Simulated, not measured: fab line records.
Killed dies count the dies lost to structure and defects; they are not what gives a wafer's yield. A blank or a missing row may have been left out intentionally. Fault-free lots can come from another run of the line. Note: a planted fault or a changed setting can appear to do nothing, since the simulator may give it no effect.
Chamber matching + flow nand-harc + NHARC_P_M0_DEP_32 on pecvd-04 has 3 sister chambers
The step deposits SiCN, target thk 30 nm. 6 wafers are shown with their chamber, then 7 later ones without.

== WAFERS WITH THEIR CHAMBER ==
| wafer  | chamber | showerhead-vpp-V (V) | heater-power-outer-w (W) |
|--------|---------|----------------------|--------------------------|
| L104.5 | 0       | 1375                 | 291                      |
| L111.1 | 1       | 1314                 | 482                      |
| L111.3 | 0       | 1391                 | 302                      |
| L111.5 | 2       | 1285                 | 350                      |
| L116.1 | 1       | 1308                 | 440                      |
| L116.3 | 2       | 1293                 | 268                      |

== WAFERS WITHOUT THEIR CHAMBER ==
| wafer  | showerhead-vpp-V (V) | heater-power-outer-w (W) |
|--------|----------------------|--------------------------|
| L116.6 | 1390                 | 377                      |
| L118.1 | 1334                 | 421                      |
| L118.2 | 1393                 | 409                      |
| L118.4 | 1335                 | 436                      |
| L121.2 | 1340                 | 427                      |
| L121.3 | 1282                 | 265                      |
| L121.6 | 1371                 | 405                      |

== CHAMBER TAKEN BY EACH ==
| wafer  | from the rows above | in truth |
|--------|---------------------|----------|
| L116.6 | 0                   | 0        |
| L118.1 | 1                   | 1        |
| L118.2 | 0                   | 0        |
| L118.4 | 1                   | 1        |
| L121.2 | 1                   | 1        |
| L121.3 | 2                   | 2        |
| L121.6 | 0                   | 0        |
Correctly placed: 7 of 7. Left unplaced by these rows: 0. Number placed wrongly: 0.
How it was worked out, from the rows above alone: a wafer's distance from a chamber is the root of the sum, over the readings, of the square of ((its reading less the chamber's mean) divided by the reading's scatter). If the next closest chamber is less than 2 further off than the closest, the wafer can't be placed; otherwise it belongs to the closest. The mean given for a chamber averages the wafers shown for that chamber. How the scatter is found: for the shown wafers, subtract from each reading the mean of its chamber, square and add these, divide the total by (wafers less chambers), then take the root.
